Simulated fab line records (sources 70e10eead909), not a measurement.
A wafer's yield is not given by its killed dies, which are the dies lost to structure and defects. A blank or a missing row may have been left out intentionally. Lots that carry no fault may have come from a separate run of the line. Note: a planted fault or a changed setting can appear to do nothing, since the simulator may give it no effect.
Matching of chambers	flow nandHarc	cmp-04 running NHARC_A_CONTACT_CMP_20: 4 sister chambers
The step polishes, t overpolish 30 s, target thk 300 nm. 16 wafers are shown with their chamber, then 8 later ones without.

## WAFERS PAIRED WITH THEIR CHAMBERS
wafer	chamber	motorCurrentA (A)	timeToEndpointS (s)	overpolishRunS (s)
L079.1	0	10.9	57	30.011
L079.5	0	10.7	57	30.007
L079.6	3	12.7	60	30.009
L080.2	1	11.6	55	30.004
L080.3	3	13.1	61	30.013
L080.4	2	10.6	63	30.006
L082.1	3	12.6	61	29.990
L082.4	1	11.4	59	29.990
L082.5	1	11.2	57	29.998
L083.1	2	11.4	62	29.995
L083.3	3	12.7	60	29.994
L083.5	2	11.3	59	30.000
L085.2	2	11.4	62	30.002
L085.3	1	11.4	58	29.989
L085.5	0	11.3	63	29.996
L086.2	2	11.4	67	29.992

SIGNATURES, as means of the wafers listed above
reading	chamber 0	chamber 1	chamber 2	chamber 3	scatter within a chamber
motorCurrentA	10.967	11.400	11.220	12.775	0.274
timeToEndpointS	59.00	57.25	62.60	60.50	2.36
overpolishRunS	30.00467	29.99525	29.99900	30.00150	0.00802
Rule: for a wafer and a chamber, the distance is found by dividing, reading by reading, the gap between the wafer's reading and the chamber's mean by the reading's scatter, squaring, summing and taking the root. If the next closest chamber is less than 2 further off than the closest, the wafer can't be placed; otherwise it belongs to the closest. The scatter: the root of (the sum of the squares of (reading less its chamber's mean) over the shown wafers, divided by (wafers less chambers)).

## WAFERS WITH NO CHAMBER GIVEN
wafer	motorCurrentA (A)	timeToEndpointS (s)	overpolishRunS (s)
L086.5	11.4	58	30.002
L086.6	11.7	61	29.983
L092.1	10.8	58	30.020
L092.3	10.9	60	30.001
L092.4	13.1	57	29.983
L093.1	11.6	63	29.992
L093.4	12.9	65	29.996
L093.6	10.6	64	29.994

## CHAMBER TAKEN BY EACH
wafer	from the rows above	in truth
L086.5	can't be placed: 1 or 0 or 2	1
L086.6	can't be placed: 1 or 2 or 0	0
L092.1	can't be placed: 0 or 2 or 1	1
L092.3	can't be placed: 0 or 2 or 1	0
L092.4	3	3
L093.1	can't be placed: 2 or 1 or 0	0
L093.4	3	3
L093.6	can't be placed: 2 or 0 or 1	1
Placed correctly: 2 of 8. These rows do not allow placing 6 (true chamber among the candidates in 6). Number placed wrongly: 0.
